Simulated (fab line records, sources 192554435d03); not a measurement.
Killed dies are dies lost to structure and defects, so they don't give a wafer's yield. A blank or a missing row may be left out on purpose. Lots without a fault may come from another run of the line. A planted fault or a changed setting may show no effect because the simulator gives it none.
One fault seen from 2 desks | flow n5_finfet | each desk has only its own numbers; what lay behind them comes last

THE METROLOGY DESK
What the gauges read, lot by lot, whatever tool the lot ran on: means of the sampled wafers that have a number. A lot is out of limits, marked OUT, if its mean lies more than 4 standard deviations from the usual mean; the brackets give that distance. Of its 16 readings 7 are shown: the one that was out of limits first, and those that lie furthest out on some lot.
Columns: A = SD_P_BLK_OVL at N5_SD_EPI_P_OVL_MEAS_10, usual -0.2 nm; B = RS_SD_N at N5_SD_ACTIVATION_RS_MEAS_03, usual 22.0 ohm/sq; C = DIBL_N at N5_BEOL_M4_RC_MEAS_101, usual 36.3 mV/V; D = IOFF_N at N5_BEOL_M4_RC_MEAS_101, usual 0.16 nA/um; E = RC_DENSE_N at N5_BEOL_M4_RC_MEAS_101, usual 18.9 ohm.um; F = RC_N at N5_BEOL_M4_RC_MEAS_101, usual 15.4 ohm.um; G = RS_SD_N at N5_BEOL_M4_RC_MEAS_101, usual 28.5 ohm/sq
lot  | first seen here | A    | B               | C    | D    | E    | F    | G
L746 | day 3 11:18     | 0.5  | 22.0            | 37.2 | 0.15 | 18.9 | 15.3 | 28.6
L749 | day 4 07:04     | 0.6  | 22.5            | 37.9 | 0.18 | 18.7 | 15.3 | 29.2
L751 | day 4 18:01     | -0.3 | 21.7            | 39.8 | 0.25 | 19.1 | 15.6 | 28.2
L755 | day 5 18:14     | -1.7 | 21.6            | 35.5 | 0.16 | 18.6 | 15.1 | 28.0
L757 | day 6 06:59     | -1.1 | 21.8            | 35.8 | 0.16 | 18.4 | 15.1 | 28.3
L758 | day 6 11:54     | -0.3 | 22.1            | 37.0 | 0.16 | 18.4 | 15.0 | 28.6
L759 | day 6 18:46     | 0.1  | 22.1            | 36.8 | 0.18 | 19.2 | 15.7 | 28.6
L762 | day 7 11:09     | -0.5 | 23.9 (+5.8) OUT | 36.8 | 0.14 | 20.1 | 16.4 | 31.0 (+6.0) OUT
L763 | day 7 17:24     | -0.1 | 23.4 (+4.3) OUT | 37.5 | 0.17 | 20.3 | 16.4 | 30.2 (+4.2) OUT
L766 | day 8 10:48     | -0.3 | 23.7 (+5.2) OUT | 37.4 | 0.15 | 20.0 | 16.3 | 30.4 (+4.7) OUT
This desk's finding: out of limits on L762, L763, L766; first on L762, day 7 15:23 (RS_SD_N at N5_SD_ACTIVATION_RS_MEAS_03). In limits: L746, L749, L751, L755, L757, L758, L759.

THE TOOL OWNER'S DESK: laser_anneal-01
The tool's own readings at N5_SD_ACTIVATION_LSA_01 (time 0.0008 s): means of the sampled wafers that have a number, for each lot that ran on this tool. A lot is out of limits, marked OUT, if its mean lies more than 4 standard deviations from the usual mean; the brackets give that distance.
Columns: A = wafer_temp_C_max at N5_SD_ACTIVATION_LSA_01, usual 1086.8
lot  | first seen here | A
L749 | day 4 11:29     | 1088.9
L751 | day 4 22:03     | 1090.1
L755 | day 5 22:21     | 1087.6
L757 | day 6 12:05     | 1089.4
L759 | day 6 22:49     | 1088.1
L762 | day 7 15:10     | 1073.4 (-6.7) OUT
L763 | day 7 22:19     | 1071.3 (-7.7) OUT
L766 | day 8 15:05     | 1072.7 (-7.1) OUT
This desk's finding: out of limits on L762, L763, L766; first on L762, day 7 15:10 (wafer_temp_C_max at N5_SD_ACTIVATION_LSA_01). In limits: L749, L751, L755, L757, L759.

PUT TOGETHER
The tool owner's desk could have raised an alarm at day 7 15:10, on L762, L763, L766.
The metrology desk could have raised an alarm at day 7 15:23, on L762, L763, L766.
Of the lots named, all ran N5_SD_ACTIVATION_LSA_01 on laser_anneal-01.

WHAT THE SIMULATOR HAD PUT IN
Process parameter drift: laser_anneal-01, from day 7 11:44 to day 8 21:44, at N5_SD_ACTIVATION_LSA_01. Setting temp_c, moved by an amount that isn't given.
Lots struck among those shown: L762, L763, L766.
Hours from the fault's start to each desk's first reading out of limits: the tool owner's desk, 3; the metrology desk, 4.
